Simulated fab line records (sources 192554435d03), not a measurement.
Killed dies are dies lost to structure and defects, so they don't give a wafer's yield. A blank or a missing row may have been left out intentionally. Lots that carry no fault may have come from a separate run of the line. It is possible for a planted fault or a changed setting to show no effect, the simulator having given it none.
A single fault, viewed from 2 desks || flow n5-finfet || every desk sees just its own numbers, and what lay behind them comes last

## FROM THE METROLOGY DESK
Lot by lot, what the gauges showed, no matter which tool ran the lot: averages of those sampled wafers that carry a number. If a lot's mean is further than 4 standard deviations from the usual mean, the lot is out of limits and carries the mark OUT (the distance appears in the brackets).
Columns: A = cd-nm at N5_MIM_BOT_LITHO_CD_MEAS_08, usual 2999.0 nm
{"lot": "L356", "first seen here": "day 12 23:41", "A": 2997.4}
{"lot": "L354", "first seen here": "day 13 03:39", "A": 2997.4}
{"lot": "L359", "first seen here": "day 14 07:05", "A": 2998.6}
{"lot": "L353", "first seen here": "day 14 11:19", "A": 3000.3}
{"lot": "L361", "first seen here": "day 14 11:24", "A": 2995.0}
{"lot": "L363", "first seen here": "day 14 16:00", "A": 3000.2}
{"lot": "L364", "first seen here": "day 14 20:45", "A": 2997.4}
{"lot": "L365", "first seen here": "day 15 11:55", "A": 2999.5}
{"lot": "L368", "first seen here": "day 16 17:40", "A": 2999.9}
{"lot": "L370", "first seen here": "day 17 00:52", "A": 2996.9}
{"lot": "L369", "first seen here": "day 17 04:44", "A": 3002.9}
{"lot": "L376", "first seen here": "day 18 16:37", "A": 2996.4}
This desk's finding: nothing out of limits on any of the 12 lots.

## FOR THE TOOL OWNER'S DESK: ald-metal-02
The tool's own readings at N5_BEOL_M3_ALD_84 (deposits TaN, pulse time 2 s, purge time 3 s, co reactant purge time 2 s): means of the sampled wafers that have a number, for each lot that ran on this tool. If a lot's mean is further than 4 standard deviations from the usual mean, the lot is out of limits and carries the mark OUT (the distance appears in the brackets).
Columns: A = heater-power-w at N5_BEOL_M3_ALD_84, usual 406 W
{"lot": "L361", "first seen here": "day 9 12:16", "A": 422}
{"lot": "L363", "first seen here": "day 9 20:49", "A": 414}
{"lot": "L364", "first seen here": "day 10 00:19", "A": 417}
{"lot": "L365", "first seen here": "day 10 15:56", "A": 412}
{"lot": "L369", "first seen here": "day 11 21:18", "A": 433}
{"lot": "L368", "first seen here": "day 11 23:55", "A": 421}
{"lot": "L370", "first seen here": "day 12 03:56", "A": 419}
This desk's finding: nothing out of limits on any of the 7 lots.

## PUT TOGETHER
At the metrology desk, nothing out of limits was observed.
The desk of the tool owner found nothing out of limits.

## WHAT THE SIMULATOR PUT IN
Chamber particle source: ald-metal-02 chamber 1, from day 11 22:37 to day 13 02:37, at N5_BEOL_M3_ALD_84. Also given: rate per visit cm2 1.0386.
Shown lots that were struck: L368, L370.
